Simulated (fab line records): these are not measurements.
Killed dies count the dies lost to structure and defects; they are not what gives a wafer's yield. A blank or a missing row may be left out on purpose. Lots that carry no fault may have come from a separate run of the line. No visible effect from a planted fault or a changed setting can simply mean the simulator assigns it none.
Chamber matching || flow nand-harc || NHARC_A_STAIRCASE_DESCUM_312 on rie-diel-03 has 4 sister chambers
The step chemistry O2, time 3 s. 16 wafers are shown with their chamber, then 8 later ones without.

## WAFERS WITH THEIR CHAMBER
{"wafer": "L074.1", "chamber": 1, "showerhead-plenum-p-Torr (Torr)": 1.86, "drypump-motor-current-A (A)": 6.4, "chamber-pressure-mTorr (mTorr)": 60.01}
{"wafer": "L074.2", "chamber": 3, "showerhead-plenum-p-Torr (Torr)": 1.99, "drypump-motor-current-A (A)": 6.2, "chamber-pressure-mTorr (mTorr)": 60.05}
{"wafer": "L074.6", "chamber": 2, "showerhead-plenum-p-Torr (Torr)": 1.78, "drypump-motor-current-A (A)": 5.9, "chamber-pressure-mTorr (mTorr)": 60.02}
{"wafer": "L075.2", "chamber": 1, "showerhead-plenum-p-Torr (Torr)": 1.86, "drypump-motor-current-A (A)": 6.4, "chamber-pressure-mTorr (mTorr)": 59.89}
{"wafer": "L075.4", "chamber": 3, "showerhead-plenum-p-Torr (Torr)": 1.99, "drypump-motor-current-A (A)": 6.2, "chamber-pressure-mTorr (mTorr)": 59.96}
{"wafer": "L075.5", "chamber": 1, "showerhead-plenum-p-Torr (Torr)": 1.86, "drypump-motor-current-A (A)": 6.4, "chamber-pressure-mTorr (mTorr)": 60.01}
{"wafer": "L076.1", "chamber": 3, "showerhead-plenum-p-Torr (Torr)": 1.99, "drypump-motor-current-A (A)": 6.2, "chamber-pressure-mTorr (mTorr)": 59.97}
{"wafer": "L076.3", "chamber": 2, "showerhead-plenum-p-Torr (Torr)": 1.78, "drypump-motor-current-A (A)": 5.9, "chamber-pressure-mTorr (mTorr)": 60.02}
{"wafer": "L076.6", "chamber": 3, "showerhead-plenum-p-Torr (Torr)": 1.99, "drypump-motor-current-A (A)": 6.2, "chamber-pressure-mTorr (mTorr)": 59.90}
{"wafer": "L084.1", "chamber": 0, "showerhead-plenum-p-Torr (Torr)": 1.84, "drypump-motor-current-A (A)": 6.1, "chamber-pressure-mTorr (mTorr)": 60.04}
{"wafer": "L084.2", "chamber": 3, "showerhead-plenum-p-Torr (Torr)": 1.99, "drypump-motor-current-A (A)": 6.2, "chamber-pressure-mTorr (mTorr)": 59.97}
{"wafer": "L084.6", "chamber": 2, "showerhead-plenum-p-Torr (Torr)": 1.78, "drypump-motor-current-A (A)": 5.9, "chamber-pressure-mTorr (mTorr)": 60.05}
{"wafer": "L082.1", "chamber": 1, "showerhead-plenum-p-Torr (Torr)": 1.85, "drypump-motor-current-A (A)": 6.3, "chamber-pressure-mTorr (mTorr)": 59.98}
{"wafer": "L082.3", "chamber": 0, "showerhead-plenum-p-Torr (Torr)": 1.84, "drypump-motor-current-A (A)": 6.1, "chamber-pressure-mTorr (mTorr)": 60.01}
{"wafer": "L082.4", "chamber": 3, "showerhead-plenum-p-Torr (Torr)": 1.99, "drypump-motor-current-A (A)": 6.2, "chamber-pressure-mTorr (mTorr)": 60.01}
{"wafer": "L086.1", "chamber": 2, "showerhead-plenum-p-Torr (Torr)": 1.77, "drypump-motor-current-A (A)": 5.9, "chamber-pressure-mTorr (mTorr)": 60.09}

SIGNATURES, as means of the wafers listed above
{"reading": "showerhead-plenum-p-Torr", "chamber 0": 1.8400, "chamber 1": 1.8575, "chamber 2": 1.7775, "chamber 3": 1.9900, "scatter within a chamber": 0.00354}
{"reading": "drypump-motor-current-A", "chamber 0": 6.100, "chamber 1": 6.375, "chamber 2": 5.900, "chamber 3": 6.200, "scatter within a chamber": 0.025}
{"reading": "chamber-pressure-mTorr", "chamber 0": 60.0250, "chamber 1": 59.9725, "chamber 2": 60.0450, "chamber 3": 59.9767, "scatter within a chamber": 0.0467}
Rule: for a wafer and a chamber, the distance is found by dividing, reading by reading, the gap between the wafer's reading and the chamber's mean by the reading's scatter, squaring, summing and taking the root. If the next closest chamber is less than 2 further off than the closest, the wafer can't be placed; otherwise it belongs to the closest. How the scatter is found: for the shown wafers, subtract from each reading the mean of its chamber, square and add these, divide the total by (wafers less chambers), then take the root.

## WAFERS MISSING THEIR CHAMBER
{"wafer": "L086.2", "showerhead-plenum-p-Torr (Torr)": 1.85, "drypump-motor-current-A (A)": 6.4, "chamber-pressure-mTorr (mTorr)": 60.02}
{"wafer": "L086.4", "showerhead-plenum-p-Torr (Torr)": 1.84, "drypump-motor-current-A (A)": 6.1, "chamber-pressure-mTorr (mTorr)": 59.98}
{"wafer": "L089.2", "showerhead-plenum-p-Torr (Torr)": 1.85, "drypump-motor-current-A (A)": 6.4, "chamber-pressure-mTorr (mTorr)": 59.97}
{"wafer": "L089.4", "showerhead-plenum-p-Torr (Torr)": 1.98, "drypump-motor-current-A (A)": 6.2, "chamber-pressure-mTorr (mTorr)": 59.85}
{"wafer": "L089.6", "showerhead-plenum-p-Torr (Torr)": 1.98, "drypump-motor-current-A (A)": 6.1, "chamber-pressure-mTorr (mTorr)": 60.06}
{"wafer": "L097.2", "showerhead-plenum-p-Torr (Torr)": 2.08, "drypump-motor-current-A (A)": 5.9, "chamber-pressure-mTorr (mTorr)": 60.11}
{"wafer": "L097.4", "showerhead-plenum-p-Torr (Torr)": 1.83, "drypump-motor-current-A (A)": 6.1, "chamber-pressure-mTorr (mTorr)": 60.02}
{"wafer": "L097.5", "showerhead-plenum-p-Torr (Torr)": 2.08, "drypump-motor-current-A (A)": 5.9, "chamber-pressure-mTorr (mTorr)": 59.97}

## THE CHAMBER EACH PASSED THROUGH
{"wafer": "L086.2", "from the rows above": 1, "in truth": 1}
{"wafer": "L086.4", "from the rows above": 0, "in truth": 0}
{"wafer": "L089.2", "from the rows above": 1, "in truth": 1}
{"wafer": "L089.4", "from the rows above": 3, "in truth": 3}
{"wafer": "L089.6", "from the rows above": 3, "in truth": 3}
{"wafer": "L097.2", "from the rows above": 3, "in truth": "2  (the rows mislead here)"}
{"wafer": "L097.4", "from the rows above": 0, "in truth": 0}
{"wafer": "L097.5", "from the rows above": 3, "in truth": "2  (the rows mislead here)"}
Placed correctly: 6 of 8. Not placeable from these rows: 0. Number placed wrongly: 2.
